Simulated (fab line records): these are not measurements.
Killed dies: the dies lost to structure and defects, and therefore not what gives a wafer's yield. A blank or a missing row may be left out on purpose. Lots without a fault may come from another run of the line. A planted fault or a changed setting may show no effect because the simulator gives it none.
Which tool was responsible?    flow n5Finfet    8 lots with 24 wafers sampled at 9 steps, on a route of 1938 steps

## WHAT THE GAUGES SHOWED, per wafer
N5_BEOL_M4_RC_MEAS_101. Usual: DIBL_N 36.5 mV/V, standard deviation 2; DIBL_P 36.5 mV/V, standard deviation 2.3; IOFF_N 0.16 nA/um, standard deviation 0.036; IOFF_P 0.21 nA/um, standard deviation 0.037; ION_N 672 uA/um, standard deviation 12; ION_P 459 uA/um, standard deviation 7.1; SS_N 71.6 mV/dec, standard deviation 0.73; SS_P 73.4 mV/dec, standard deviation 0.76; VT_N 250 mV, standard deviation 3.3; VT_P -250.5 mV, standard deviation 2.9.
lot   measured      on         DIBL_N (mV/V)   DIBL_P (mV/V)   IOFF_N (nA/um)  IOFF_P (nA/um)  ION_N (uA/um)  ION_P (uA/um)  SS_N (mV/dec)   SS_P (mV/dec)   VT_N (mV)    VT_P (mV)             flag
L770  day 8 14:59   prober-02  31.8 33.0 34.4  34.0 34.7 37.4  0.12 0.13 0.16  0.17 0.17 0.20  671 659 675    462 450 461    71.2 70.6 70.9  72.4 72.4 73.5  252 254 250  -250.3 -253.8 -249.8  
L775  day 9 02:56   prober-01  32.9 36.0 31.2  33.3 36.4 31.0  0.11 0.15 0.10  0.17 0.21 0.14  671 682 672    465 468 465    70.6 70.7 69.7  72.2 73.5 72.0  253 249 257  -255.8 -247.8 -254.7  
L780  day 10 13:52  prober-01  34.3 33.8 31.9  35.4 33.2 32.0  0.13 0.11 0.10  0.20 0.16 0.16  664 630 658    462 439 459    71.3 72.2 71.1  72.5 72.7 72.3  253 259 255  -249.4 -255.7 -251.8  
L782  day 11 17:28  prober-01  38.3 39.4 38.6  36.8 37.8 37.5  0.19 0.24 0.21  0.25 0.27 0.27  684 693 680    464 465 462    71.7 72.8 72.3  74.4 74.5 74.3  245 243 247  -248.6 -247.5 -247.8  
L784  day 11 17:46  prober-02  38.6 36.4 38.8  38.0 35.2 38.0  0.19 0.14 0.18  0.24 0.18 0.23  666 649 664    449 452 457    72.4 72.4 72.6  73.0 72.6 73.2  248 254 253  -249.1 -252.1 -249.6  
L781  day 11 20:26  prober-02  36.6 37.1 34.2  37.2 38.2 34.3  0.17 0.18 0.12  0.23 0.26 0.18  676 684 663    463 472 460    71.1 71.7 70.6  73.9 74.3 72.4  250 246 255  -246.2 -246.0 -249.6  
L791  day 13 09:34  prober-01  39.5 36.8 34.2  41.0 37.8 34.2  0.23 0.18 0.12  0.29 0.24 0.17  697 688 664    475 464 459    71.6 71.4 71.0  74.7 73.5 72.8  243 246 254  -246.4 -246.8 -250.7  
L792  day 13 21:25  prober-01  38.1 37.5 37.7  41.2 39.5 39.4  0.24 0.21 0.21  0.30 0.26 0.26  691 684 661    474 467 449    72.1 71.8 72.3  73.9 74.3 74.0  243 248 247  -243.0 -246.6 -245.4  

N5_BEOL_M5_INSPECT_30: inspects for defects (brightfield). Usual: 474 for rawDefectCount, sd 110.
lot   measured      on                rawDefectCount  flag
L770  day 8 21:31   defectInspect-02  588 415 482     
L775  day 9 10:16   defectInspect-02  392 642 476     
L780  day 10 18:48  defectInspect-02  474 551 585     
L782  day 11 21:32  defectInspect-02  327 345 271     
L784  day 11 21:46  defectInspect-02  695 573 752     
L781  day 12 00:11  defectInspect-01  395 655 446     
L791  day 13 14:57  defectInspect-01  491 465 528     
L792  day 14 01:43  defectInspect-02  446 394 539     

N5_BEOL_M5_OCD_MEAS_38. Usual: 71.1 nm for trenchDepthNm, sd 1.4.
lot   measured      on      trenchDepthNm (nm)  flag
L770  day 8 21:58   ocd-01  71.5 71.1 69.7      
L775  day 9 10:43   ocd-01  72.7 71.3 70.5      
L780  day 10 19:27  ocd-02  70.0 71.9 69.7      
L782  day 11 22:16  ocd-02  70.0 72.7 70.2      
L784  day 11 22:32  ocd-02  3.3 73.2 2.5        OFF
L781  day 12 00:51  ocd-02  70.7 7.7 69.1       OFF
L791  day 13 15:25  ocd-02  72.4 71.0 72.4      
L792  day 14 02:17  ocd-02  72.0 72.7 70.3      

N5_BEOL_M5_CD_MEAS_35: target cd 28 nm, target cd y 24 nm. Usual: 27.9 nm for cdNm, sd 0.36.
lot   measured      on        cdNm (nm)       flag
L770  day 8 22:07   cdSem-01  27.7 27.6 27.2  
L775  day 9 10:53   cdSem-01  27.3 27.5 27.7  
L780  day 10 19:36  cdSem-01  28.5 27.9 28.1  
L782  day 11 22:25  cdSem-02  27.5 28.2 27.5  
L784  day 11 22:41  cdSem-03  - 27.7 -        
L781  day 12 01:01  cdSem-02  27.6 - 28.1     
L791  day 13 15:34  cdSem-03  28.1 27.6 27.9  
L792  day 14 02:26  cdSem-02  27.6 28.2 27.6  

N5_BEOL_M5_THK_MEAS_53: measures by xrf. Usual: M5_THK gives 62.4 nm (standard deviation 1.9).
lot   measured      on            M5_THK (nm)     flag
L770  day 9 04:39   filmMetro-01  62.1 62.2 59.8  
L775  day 9 20:16   filmMetro-02  64.8 62.8 62.6  
L780  day 11 02:01  filmMetro-02  57.5 63.1 57.3  
L782  day 12 05:27  filmMetro-02  61.7 63.5 62.2  
L784  day 12 05:49  filmMetro-01  - 64.1 -        
L781  day 12 10:38  filmMetro-02  61.2 - 62.7     
L791  day 13 21:58  filmMetro-01  63.4 60.8 61.6  
L792  day 14 13:16  filmMetro-01  61.3 63.9 62.3  

## EACH LOT AND THE TOOL THAT RAN IT (in order: tool; ch and the chambers of the sampled wafers; start)
lot   N5_BEOL_M5_HM_OPEN_17             N5_BEOL_M5_VIA_ETCH_34             N5_BEOL_M5_STRIP_91                           N5_BEOL_M5_CURE_80
L770  rieMetal-01 ch 0,1, day 8 18:04   rieDiel-03 ch 0,1,2, day 8 21:43   rieDiel-03 ch 0,1,2, day 8 21:58 or earlier   uvCure-01 ch 2, day 8 22:13
L775  rieMetal-01 ch 1, day 9 06:35     rieDiel-04 ch 0,1, day 9 10:28     rieDiel-04 ch 0,1, day 9 10:43 or earlier     uvCure-02 ch 0, day 9 10:55
L780  rieMetal-03 ch 0,1, day 10 17:23  rieDiel-04 ch 1,2, day 10 19:13    rieDiel-04 ch 1,2, day 10 19:27 or earlier    uvCure-02 ch 1, day 10 19:39
L782  rieMetal-01 ch 0,1, day 11 20:08  rieDiel-03 ch 0,1,2, day 11 22:01  rieDiel-03 ch 0,1,2, day 11 22:16 or earlier  uvCure-03 ch 0, day 11 22:39
L784  rieMetal-01 ch 0, day 11 20:19    rieDiel-02 ch 0,1,3, day 11 22:17  rieDiel-02 ch 0,1,3, day 11 22:32 or earlier  uvCure-02 ch 1, day 11 22:46
L781  rieMetal-01 ch 0,1, day 11 23:12  rieDiel-04 ch 2,3, day 12 00:37    rieDiel-04 ch 2,3, day 12 00:51 or earlier    uvCure-01 ch 2, day 12 01:28
L791  rieMetal-02 ch 0,1, day 13 12:17  rieDiel-03 ch 0,1, day 13 15:10    rieDiel-03 ch 0,1, day 13 15:25 or earlier    uvCure-03 ch 2, day 13 15:45
L792  rieMetal-02 ch 0, day 14 00:47    rieDiel-03 ch 1,2,3, day 14 02:02  rieDiel-03 ch 1,2,3, day 14 02:17 or earlier  uvCure-03 ch 1, day 14 02:32
- N5_BEOL_M5_HM_OPEN_17: chemistry Cl2/BCl3, target TiN, target depth 20 nm, overetch 6 nm.
- N5_BEOL_M5_VIA_ETCH_34: etches SiCOH lowk in C4F6/O2, target depth 88.3 nm, time 39.2 s.
- N5_BEOL_M5_STRIP_91: strips in N2/H2, time 10 s.
- N5_BEOL_M5_CURE_80: cures SiCOH lowk, time 120 s.

## WHAT THE TOOLS THEMSELVES READ (means of the sampled wafers that have a number; where no wafer has one, the mark that the record gives instead)
N5_BEOL_M5_HM_OPEN_17. Usual: drypumpMotorCurrentA 6.0 A, standard deviation 0.38; oesProductAu 0.65 a.u., standard deviation 0.092; throttleValvePct 22.12 %, standard deviation 0.25.
lot   tool         drypumpMotorCurrentA (A)  oesProductAu (a.u.)  throttleValvePct (%)  flag
L770  rieMetal-01  6.3                       0.68                 21.87                 
L775  rieMetal-01  6.3                       0.72                 21.72                 
L780  rieMetal-03  6.0                       0.59                 22.25                 
L782  rieMetal-01  6.3                       0.65                 21.92                 
L784  rieMetal-01  6.2                       0.53                 22.34                 
L781  rieMetal-01  6.3                       0.63                 21.94                 
L791  rieMetal-02  5.9                       0.73                 22.17                 
L792  rieMetal-02  5.9                       0.80                 22.10                 

N5_BEOL_M5_VIA_ETCH_34. Usual: drypumpMotorCurrentA 5.8 A, standard deviation 0.58; oesProductAu 0.77 a.u., standard deviation 0.087; rfVppV 668 V, standard deviation 12; showerheadPlenumPTorr 2.83 Torr, standard deviation 0.083; throttleValvePct 20.8 %, standard deviation 0.31.
lot   tool        drypumpMotorCurrentA (A)  oesProductAu (a.u.)  rfVppV (V)  showerheadPlenumPTorr (Torr)  throttleValvePct (%)  flag
L770  rieDiel-03  5.7                       0.71                 674         2.86                          21.0                  
L775  rieDiel-04  5.7                       0.77                 655         2.66                          20.7                  
L780  rieDiel-04  5.2                       0.76                 672         2.81                          20.5                  
L782  rieDiel-03  5.7                       0.80                 673         2.85                          20.9                  
L784  rieDiel-02  6.3                       0.46                 663         2.87                          21.0                  OFF
L781  rieDiel-04  5.5                       0.59                 668         2.83                          20.6                  
L791  rieDiel-03  5.9                       0.94                 674         2.87                          20.5                  
L792  rieDiel-03  5.9                       0.79                 672         2.85                          20.7                  

N5_BEOL_M5_STRIP_91. Usual: drypumpMotorCurrentA 5.8 A, standard deviation 0.58; oesProductAu 0.77 a.u., standard deviation 0.086; rfVppV 59.2 V, standard deviation 0.81; showerheadPlenumPTorr 2.52 Torr, standard deviation 0.077; tempC 40.01 C, standard deviation 0.11; throttleValvePct 23.6 %, standard deviation 0.33.
lot   tool        drypumpMotorCurrentA (A)  oesProductAu (a.u.)  rfVppV (V)  showerheadPlenumPTorr (Torr)  tempC (C)  throttleValvePct (%)  flag
L770  rieDiel-03  5.7                       0.71                 59.5        2.53                          40.06      23.7                  
L775  rieDiel-04  5.8                       0.77                 58.4        2.39                          39.89      23.6                  
L780  rieDiel-04  5.2                       0.76                 59.0        2.50                          39.94      23.4                  
L782  rieDiel-03  5.7                       0.79                 58.8        2.52                          39.91      23.6                  
L784  rieDiel-02  6.3                       0.74                 59.4        2.56                          40.08      23.8                  
L781  rieDiel-04  5.5                       0.72                 60.0        2.51                          40.05      23.5                  
L791  rieDiel-03  5.9                       0.93                 59.3        2.56                          40.03      23.2                  
L792  rieDiel-03  5.9                       0.79                 59.5        2.55                          39.98      23.5                  

N5_BEOL_M5_CURE_80. Usual: lampPowerPct 52.31 %, standard deviation 0.059; wafer_temp_C_max 371.5, standard deviation 0.45.
lot   tool       lampPowerPct (%)  wafer_temp_C_max  flag
L770  uvCure-01  52.33             371.0             
L775  uvCure-02  52.36             371.8             
L780  uvCure-02  52.30             371.4             
L782  uvCure-03  52.26             372.2             
L784  uvCure-02  52.34             371.8             
L781  uvCure-01  52.33             370.8             
L791  uvCure-03  52.30             371.6             
L792  uvCure-03  52.27             371.6             

## THE ANSWER, worked out from the rows above alone
Rule: take the mean of a lot's wafers that have a number; if it is more than 3 standard deviations from the usual mean, the lot is off. Also off: a lot with no number at a reading for which 4 or more lots have one. Any other lot the step has rows for is counted as sound. The gauges are gone through in route order, then the tools' own readings, and for those a lot's mean is taken as printed above. The first step at which some lot is off is used, and at that step the reading that is off furthest; a lot without a number counts as furthest.
Off at N5_BEOL_M5_OCD_MEAS_38 (trenchDepthNm): L784, L781.
A tool fits if, at a process step before that reading, it ran every lot that is off, and no sound lot after the first of them. The gauges at N5_BEOL_M5_OCD_MEAS_38 are tried like those tools. N5_BEOL_M5_STRIP_91 gives no start for some lots, so the hours and the order of its lots are those of N5_BEOL_M5_OCD_MEAS_38. One candidate fits, namely rieMetal-01 at N5_BEOL_M5_HM_OPEN_17. A fault onset in the window from L782 (day 11 20:08, its last sound lot) to L784 (day 11 20:19, its first lot off) fits.

## WHAT THE SIMULATOR HAD INSERTED
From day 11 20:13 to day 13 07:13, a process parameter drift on rieMetal-01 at N5_BEOL_M5_HM_OPEN_17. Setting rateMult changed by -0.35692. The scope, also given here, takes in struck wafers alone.
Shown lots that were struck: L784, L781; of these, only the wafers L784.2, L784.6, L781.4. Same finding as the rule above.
